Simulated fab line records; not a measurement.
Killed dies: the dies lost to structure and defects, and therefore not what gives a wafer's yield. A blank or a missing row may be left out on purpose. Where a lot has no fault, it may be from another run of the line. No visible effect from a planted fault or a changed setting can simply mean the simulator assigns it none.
fab line records ; flow n5_finfet
record: lots: 7; wafers: 39
route steps=1938 shown GATE_CUT@469
start_h: hours from the record's opening day to when the first of the lot's shown wafers began ; wait_h: hours since the lot's step before ; " same as the row above ; L1.1+2: one row covering several wafers at once ; - no value, or no start was given ; * or withheld: withheld ; < > ~ a bound
route shown NAME@n: NAME is a module with steps in the file, n the number in the route of the first one ; usual: mean and standard deviation over wafers with no fault ; same: alike in all rows ; chamber/n: place in a boat ; sites: per-site readings ; _std_site: the values' standard deviation ; _edge_site: the outer-site mean with the inner-site mean subtracted ; radius_mm: for every site, how far away it sits from the centre of the wafer ; mask NAME#n: copy n ; behind: tool/chamber where the wafer was last shaped ; hold: reason for holding the lot/hours on hold/outcome of the hold ; device: the transistor (n, p or np) that didn't switch ; end of line: the route-end tests of the same wafers ; a step with no rows: only its recipe ; killed: dies that structure and defects cost at the first sort, which is not the same as the wafer's yield ; map: the dies of a wafer, with x for killed, . for not killed, _ for no die there
set.NAME: setting as actually run; set.NAME@STEP: the setting as run at that earlier step ; model.NAME: the simulator's own value behind a step, which no gauge read
lots with deliberately changed settings; one table per step, one row per wafer
== steps ==
step: N5_GATE_CUT_ETCH_58
recipe: chemistry: CH3F/O2; target: SiNx; target_depth_a: 170; time_s: 128.6; ion_energy_ev: 50; pressure_mtorr: 30; source_w: 415; bias_w: 21; Ar_flow_sccm: 150; CH3F_flow_sccm: 30; O2_flow_sccm: 20
lot.wafer;tool;chamber;start_h;wait_h;set.time_s;model.etch.depth_nm;model.SiNx_of_SDB_ALD_29.thk_nm
L075.2;rie_diel-03;3;88.05;0.0;128.6;16.7;24.6
L075.4;rie_diel-03;1;88.05;0.0;128.6;17.51;24.4
L075.5;rie_diel-03;2;88.05;0.0;128.6;17.14;24.6
L077.1;rie_diel-03;0;102.55;0.2;128.6;17.4;24.4
L077.2;rie_diel-03;1;102.55;0.2;117.9;16.21;24.8
L077.3;rie_diel-03;3;102.55;0.2;128.6;16.84;24.6
L077.4;rie_diel-03;2;102.55;0.2;117.9;16.08;24.8
L077.5;rie_diel-03;0;102.55;0.2;117.9;15.91;24.6
L077.6;rie_diel-03;3;102.55;0.2;128.6;16.77;24.6
L080.1;rie_diel-02;2;125.16;0.2;150.1;19.84;24.2
L080.2;rie_diel-02;1;125.16;0.2;128.6;16.66;24.8
L080.3;rie_diel-02;3;125.16;0.2;150.1;20.4;24.2
L080.4;rie_diel-02;0;125.16;0.2;128.6;16.78;24.6
L080.5;rie_diel-02;0;125.16;0.2;128.6;16.86;24.6
L080.6;rie_diel-02;1;125.16;0.2;150.1;19.43;24.2
L083.1;rie_diel-01;0;139.23;0.0;128.6;17.1;24.4
L083.2;rie_diel-01;1;139.23;0.0;128.6;16.79;24.8
L083.3;rie_diel-01;3;139.23;0.0;128.6;17.42;24.4
L083.4;rie_diel-01;2;139.23;0.0;104.4;13.82;25.2
L083.5;rie_diel-01;1;139.23;0.0;104.4;13.76;25
L083.6;rie_diel-01;0;139.23;0.0;104.4;13.89;25
L087.1+4;rie_diel-03;0,2;161.84;0.2;157;20.93;24
L087.2;rie_diel-03;3;161.84;0.2;128.6;16.75;24.8
L087.3;rie_diel-03;2;161.84;0.2;128.6;17.21;24.6
L087.5;rie_diel-03;0;161.84;0.2;128.6;17.2;24.6
L087.6;rie_diel-03;3;161.84;0.2;157;20.54;24
L088.1;rie_diel-01;1;166.06;0.1;128.6;16.88;24.4
L088.2;rie_diel-01;2;166.06;0.1;116.4;15.46;24.8
L088.3;rie_diel-01;0;166.06;0.1;116.4;15.21;24.8
L088.4;rie_diel-01;3;166.06;0.1;116.4;15.69;24.8
L088.5;rie_diel-01;0;166.06;0.1;128.6;16.98;24.6
L088.6;rie_diel-01;3;166.06;0.1;128.6;17.25;24.4
L094.1;rie_diel-01;0;203.56;0.2;109;14.42;25
L094.2;rie_diel-01;2;203.56;0.2;128.6;17.07;24.6
L094.3;rie_diel-01;3;203.56;0.2;128.6;17.41;24.4
L094.4;rie_diel-01;1;203.56;0.2;109;14.38;24.8
L094.5;rie_diel-01;3;203.56;0.2;109;14.59;24.8
L094.6;rie_diel-01;2;203.56;0.2;128.6;17.02;24.6
== key ==
split: step: N5_GATE_CUT_ETCH_58; setting: time_s; stated: 128.6; by: wafer
response: step: N5_GATE_CUT_ETCH_58; reading: model.etch.depth_nm; change: +0.172; per: 1%; r: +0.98
response: step: N5_GATE_CUT_ETCH_58; reading: model.SiNx_of_SDB_ALD_29.thk_nm; change: -0.0281; per: 1%; r: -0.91
